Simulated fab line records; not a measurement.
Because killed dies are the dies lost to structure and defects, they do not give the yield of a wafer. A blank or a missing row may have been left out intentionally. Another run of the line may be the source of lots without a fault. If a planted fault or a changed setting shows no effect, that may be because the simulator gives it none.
Comparing a struck lot with a sound one / flow n5-finfet / 41 steps out of a route of 1938
Sound: wafers L817.1, L817.2, L817.4. The struck wafers were L827.1, L827.4. The cause is given at the end.
At each step with rows: each side's tool, then ch and its chambers, then its first start. Under that, the readings that differ: sound wafers / struck wafers / difference of the means / sigmas: that difference in standard deviations of wafers without a fault.
alike: readings with means less than 2 such deviations apart, plus words and numbers identical on both sides. not compared: withheld readings, readings lacking a value on some wafer, bounds such as >300 that could conceal the same value, and numbers that have no deviation in the record and whose values overlap.
The two part at a step that has a row with sigmas, a row that says differs or no value, or rows on one side only. Non-overlapping numbers with no deviation appear without sigmas and do not part them. A reading missing from all wafers of one side parts the sides only when that side holds two or more wafers.

first, 9 steps without rows for these wafers: N5_BEOL_M0_SAQP_COAT_82 (time 60 s, resist thk 30 nm); N5_BEOL_M0_SAQP_COAT_08 (resist thk 90 nm); N5_BEOL_M0_SAQP_EBR_10; N5_BEOL_M0_SAQP_SOFTBAKE_09 (time 60 s); N5_BEOL_M0_SAQP_EXPOSE_11 (exposes mask M0 CORE, target cd 42 nm); N5_BEOL_M0_SAQP_PEB_12 (peb time 60 s); N5_BEOL_M0_SAQP_DEVELOP_13 (develop time 30 s); N5_BEOL_M0_SAQP_DESCUM_19 (chemistry O2, time 7.9 s); N5_BEOL_M0_SAQP_ETCH_83 (etches SiARC in CF4, target depth 39 nm, time 65 s).
N5_BEOL_M0_SAQP_ETCH_84: etches SOC in N2/H2, target depth 100 nm, overetch 20 nm, time 150 s.
  sound on rie-diel-01 ch 0,1,2, day 6 13:39; struck on rie-diel-02 ch 0,1, day 8 23:46
reading=run-length-s (s); sound=173.6 174.1 173.3; struck=107.1 107.0; difference=-66.6; sigmas=-99 or more
reading=model.etch.depth-nm (nm); sound=99.75 99.65 99.41; struck=68.99 66.47; difference=-31.87; sigmas=
reading=model.SiARC_of_BEOL_M0_SAQP_COAT_82.thk-nm (nm); sound=24.6 24.2 24.4; struck=26.8 26.8; difference=+2.4; sigmas=
  alike: drypump-motor-current-A, oes-product-au, rf-vpp-V, showerhead-plenum-p-Torr, throttle-valve-pct
  not compared: rf-hours-counter-h
then, 1 step without rows for these wafers: N5_BEOL_M0_SAQP_STRIP_80 (strips in N2/H2).
N5_BEOL_M0_SAQP_HM_OPEN_112: chemistry CHF3/O2, target SiO2, stops on a-Si, target depth 12 nm, time 13.5 s.
  sound on rie-diel-01 ch 0,1,2, day 6 13:45; struck on rie-diel-02 ch 0,1, day 8 23:52
reading=oes-product-au (a.u.); sound=0.59 0.48 0.51; struck=0.28 0.27; difference=-0.25; sigmas=-6
reading=model.SiARC_of_BEOL_M0_SAQP_COAT_82.thk-nm (nm); sound=5.4 4.8 5.2; struck=7.4 7.8; difference=+2.5; sigmas=
  alike: drypump-motor-current-A, oes_f_703_au, rf-vpp-V, showerhead-plenum-p-Torr, throttle-valve-pct
  not compared: rf-hours-counter-h
then, 1 step without rows for these wafers: N5_BEOL_M0_SAQP_STRIP_113 (strips in CHF3/O2).
N5_BEOL_M0_SAQP_MANDREL_ETCH_20: etches a-Si in HBr/Cl2, stops on SiNx, target depth 60 nm, bt time 10 s, time 30 s.
  sound on rie-si-05 ch 0,1,3, day 6 13:50; struck on rie-si-01 ch 3, day 8 23:58
reading=oes-product-au (a.u.); sound=0.779 0.774 0.805; struck=0.324 0.331; difference=-0.459; sigmas=-47
  alike: drypump-motor-current-A, throttle-valve-pct
  not compared: rf-hours-counter-h
then, 5 steps without rows for these wafers: N5_BEOL_M0_SAQP_STRIP_86 (strips in N2/H2); N5_BEOL_M0_SAQP_STRIP_115 (strips in post etch residue remover, time 60 s); N5_BEOL_M0_SAQP_SRD_93 (time 30 s); N5_BEOL_M0_SAQP_RECESS_114 (chemistry HF/NH3, target SiO2, target depth 14.4 nm, afs cycles 3, sublimation time 60 s); N5_BEOL_M0_SAQP_SPACER1_ALD_98 (deposits SiO2, target thk 12.8 nm, pulse time 1 s, purge time 2 s).
N5_BEOL_M0_SAQP_SPACER1_ETCHBACK_99: etches SiO2 in CHF3/O2, target depth 15.4 nm, time 7.7 s.
  sound on rie-diel-02 ch 0,1,3, day 6 14:56; struck on rie-diel-02 ch 0,2, day 9 01:26
reading=oes-product-au (a.u.); sound=0.70 0.73 0.74; struck=0.27 0.27; difference=-0.45; sigmas=-8
  alike: drypump-motor-current-A, oes_f_703_au, rf-vpp-V, showerhead-plenum-p-Torr, throttle-valve-pct
  not compared: rf-hours-counter-h
N5_BEOL_M0_SAQP_MANDREL1_REMOVE_100: chemistry HBr/Cl2/O2, target a-Si, stops on SiNx, bt time 10 s.
  sound on rie-si-06 ch 0,1,2, day 6 15:01; struck on rie-si-06 ch 0,3, day 9 01:31
reading=oes-product-au (a.u.); sound=1.019 1.002 1.001; struck=0.387 0.383; difference=-0.622; sigmas=-52
reading=model.BEOL_M0_SAQP.cd-nm (nm); sound=13 13 12.6; struck=43 43.6; difference=+30; sigmas=
  alike: drypump-motor-current-A, throttle-valve-pct
  not compared: rf-hours-counter-h
N5_BEOL_M0_SAQP_CD_MEAS_25 targets a cd of 13.1 nm.
  sound on cd-sem-01 ch 0, day 6 15:08; struck on cd-sem-02 ch 0, day 9 01:38
reading=cd-nm (nm); sound=12.74 12.73 12.66; struck=- -; difference=no value on the struck wafers; sigmas=
then, 12 steps without rows for these wafers: N5_BEOL_M0_SAQP_ETCH_101 (etches SiNx in CH3F/O2, target depth 29.9 nm, time 42.7 s); N5_BEOL_M0_SAQP_ETCH_102 (etches SiO2 in CF4, target depth 4 nm, time 4.4 s); N5_BEOL_M0_SAQP_MANDREL_ETCH_103 (etches a-Si in HBr/Cl2, stops on SiCN, target depth 45 nm, bt time 10 s, time 27 s); N5_BEOL_M0_SAQP_RECESS_104 (chemistry HF/NH3, target SiO2, target depth 18 nm, afs cycles 3, sublimation time 60 s); N5_BEOL_M0_SAQP_COAT_105 (time 60 s, resist thk 100 nm); N5_BEOL_M0_SAQP_ETCH_106 (etches SOC in N2/H2, stops on SiNx, target depth 150 nm); N5_BEOL_M0_SAQP_ETCH_107 (etches SiNx in CH3F/O2, target depth 30 nm); N5_BEOL_M0_SAQP_STRIP_108 (strips in N2/H2); N5_BEOL_M0_SAQP_RECESS_109 (chemistry HF/NH3, target SiO2, target depth 3 nm, afs cycles 1, sublimation time 60 s); N5_BEOL_M0_SAQP_SPACER2_ALD_26 (deposits SiO2, target thk 15 nm, pulse time 1 s, purge time 2 s); N5_BEOL_M0_SAQP_SPACER2_ETCHBACK_27 (etches SiO2 in CHF3/O2, target depth 22.5 nm, time 11.25 s); N5_BEOL_M0_SAQP_MANDREL2_REMOVE_110 (chemistry HBr/Cl2/O2, target a-Si, stops on SiCN, bt time 10 s).
N5_BEOL_M0_SAQP_CD_MEAS_29 targets a cd of 14.4 nm.
  sound on cd-sem-03 ch 0, day 6 17:42; struck on cd-sem-01 ch 0, day 9 04:06
reading=cd-nm (nm); sound=14.80 15.18 15.64; struck=- -; difference=no value on the struck wafers; sigmas=
then, 4 steps without rows for these wafers: N5_BEOL_M0_SAQP_COAT_69 (time 60 s, resist thk 90 nm); N5_BEOL_M0_SAQP_COAT_72 (time 60 s, resist thk 15 nm); N5_BEOL_M0_SAQP_COAT_87 (time 60 s, resist thk 5 nm); N5_BEOL_M0_SAQP_COAT_34 (resist thk 30 nm).
N5_BEOL_M4_RC_MEAS_101:
  the record has rows for the sound wafers here (prober-02 ch 0, day 8 23:02) and none for the struck ones
-- here the record skips 7 days between the struck wafers' starts before and after, leaving off in module BEOL_M4 and picking up in module PASSIVATION (first step shown: number 1936 of the route) --
N5_PASSIVATION_PROBE_49:
  only the struck wafers here have rows in the record (prober-02, day 15 22:10); the sound ones have none

## WHERE THEY PART
First at N5_BEOL_M0_SAQP_ETCH_84; last, within this record, at N5_PASSIVATION_PROBE_49.

WHY: what the simulator had put in
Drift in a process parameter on rie-diel-02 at N5_BEOL_M0_SAQP_ETCH_84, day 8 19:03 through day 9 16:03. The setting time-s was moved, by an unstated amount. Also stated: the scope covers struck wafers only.
